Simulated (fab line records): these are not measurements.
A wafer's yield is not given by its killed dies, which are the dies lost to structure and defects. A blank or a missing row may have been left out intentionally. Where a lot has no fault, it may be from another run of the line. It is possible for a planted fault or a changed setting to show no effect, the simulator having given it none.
Matching of chambers / flow nand harc / ald sin-02 running NHARC_P_GATE_ALD_36: 4 sister chambers
The step deposits SiNx, target thk 20 nm, pulse time 60 s, ald cycles 223. 4 wafers are shown with their chamber, then 8 later ones without.

WAFERS WITH THEIR CHAMBER
wafer=L079.6; chamber=1; heater power w (W)=923
wafer=L087.5; chamber=3; heater power w (W)=956
wafer=L087.6; chamber=0; heater power w (W)=1000
wafer=L091.3; chamber=2; heater power w (W)=827

WAFERS WITHOUT THEIR CHAMBER
wafer=L091.1; heater power w (W)=959
wafer=L091.2; heater power w (W)=944
wafer=L094.1; heater power w (W)=1005
wafer=L094.3; heater power w (W)=916
wafer=L094.6; heater power w (W)=1007
wafer=L097.4; heater power w (W)=786
wafer=L097.3; heater power w (W)=902
wafer=L097.6; heater power w (W)=881

CHAMBER TAKEN BY EACH
wafer=L091.1; from the rows above=can't be placed: 3 or 1 or 0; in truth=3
wafer=L091.2; from the rows above=can't be placed: 3 or 1 or 0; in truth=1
wafer=L094.1; from the rows above=can't be placed: 0 or 3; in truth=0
wafer=L094.3; from the rows above=can't be placed: 1 or 3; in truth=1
wafer=L094.6; from the rows above=can't be placed: 0 or 3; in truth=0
wafer=L097.4; from the rows above=2; in truth=2
wafer=L097.3; from the rows above=can't be placed: 1 or 3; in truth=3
wafer=L097.6; from the rows above=can't be placed: 1 or 2 or 3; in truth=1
Correctly placed: 1 of 8. From these rows, 7 cannot be placed; in 7 the true chamber is one of the candidates. Wrongly placed: 0.
How it was worked out, from the rows above alone: a wafer's distance from a chamber is the root of the sum, over the readings, of the square of ((its reading less the chamber's mean) divided by the reading's scatter). The wafer belongs to the nearest chamber; if the next one is less than 2 further off, it can't be placed. For every chamber, the mean is computed from those of its wafers that are shown. The scatter (one wafer shown for each chamber): square how far every hidden wafer sits from the nearest shown wafer, average those squares and take the square root.
